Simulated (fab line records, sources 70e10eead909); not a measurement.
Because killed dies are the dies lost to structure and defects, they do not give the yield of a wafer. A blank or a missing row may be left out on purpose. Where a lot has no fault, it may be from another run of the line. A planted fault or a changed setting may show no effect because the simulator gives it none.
Which tool was responsible?    flow nand_harc    18 wafers from 6 lots sampled at 3 of the route's 1159 steps

## WHAT THE GAUGES READ, wafer by wafer
NHARC_P_M2_THK_MEAS_24: measures by xrf.
lot   measured      on             thk_nm (nm)
L516  day 7 05:26   film_metro-02  143.8 144.9 143.3
L519  day 8 00:17   film_metro-01  29.2 31.6 30.6 28.7 30.7 28.4
L521  day 8 17:52   film_metro-01  30.7 30.4 28.9 30.0 28.4 30.3
L527  day 10 03:23  film_metro-01  142.8 144.7 144.0
L529  day 10 10:22  film_metro-01  143.6 145.7 145.8
L534  day 11 13:07  film_metro-01  145.8 143.4 143.4

## WHAT TOOL EACH LOT RAN ON (gives the tool, then ch and the chambers of the sampled wafers, and finally the start)
lot   NHARC_P_M2_ECD_22               NHARC_P_M2_CMP_23
L516  ecd_cu-02 ch 0,1, day 7 04:24   cmp-01 ch 0,3, day 7 05:10
L519  ecd_cu-02 ch 0,1, day 7 23:18   cmp-02 ch 0,1, day 7 23:58
L521  ecd_cu-01 ch 0,1, day 8 16:53   cmp-02 ch 0,1,2, day 8 17:33
L527  ecd_cu-02 ch 0,1, day 10 02:24  cmp-02 ch 0,1,3, day 10 03:10
L529  ecd_cu-02 ch 0,1, day 10 09:25  cmp-03 ch 0,2,3, day 10 10:08
L534  ecd_cu-02 ch 0,1, day 11 12:08  cmp-02 ch 0,1, day 11 12:49
- NHARC_P_M2_ECD_22: material Cu, target thk 400 nm.
- NHARC_P_M2_CMP_23: polishes, t overpolish 20 s, target thk 144.3 nm.

## THE ANSWER, worked out from the rows above alone
Rule: what is usual is taken from the lots themselves. Put in order of their means at a reading, lots are off if they are a third of the lots or fewer, leave a main group of 4 or more, and stand apart from it by a gap of 3 or more times the standard deviation of the main group's means; of several such gaps the widest counts. A main group whose means are all the same, to the digits that the tables above print for the reading, isn't used. Also off: a lot with no number at a reading for which 4 or more lots have one. Where the step has rows for the other lots, those lots are counted as sound.
Off at NHARC_P_M2_THK_MEAS_24 (thk_nm): L519, L521. Main group: mean 144.3 nm, sd 0.46.
A tool fits if, at a process step before that reading, it ran every lot that is off, and no sound lot after the first of them. The gauges at NHARC_P_M2_THK_MEAS_24 are tried like those tools. Not one of the candidates tried fits.

## WHAT WAS PUT IN BY THE SIMULATOR
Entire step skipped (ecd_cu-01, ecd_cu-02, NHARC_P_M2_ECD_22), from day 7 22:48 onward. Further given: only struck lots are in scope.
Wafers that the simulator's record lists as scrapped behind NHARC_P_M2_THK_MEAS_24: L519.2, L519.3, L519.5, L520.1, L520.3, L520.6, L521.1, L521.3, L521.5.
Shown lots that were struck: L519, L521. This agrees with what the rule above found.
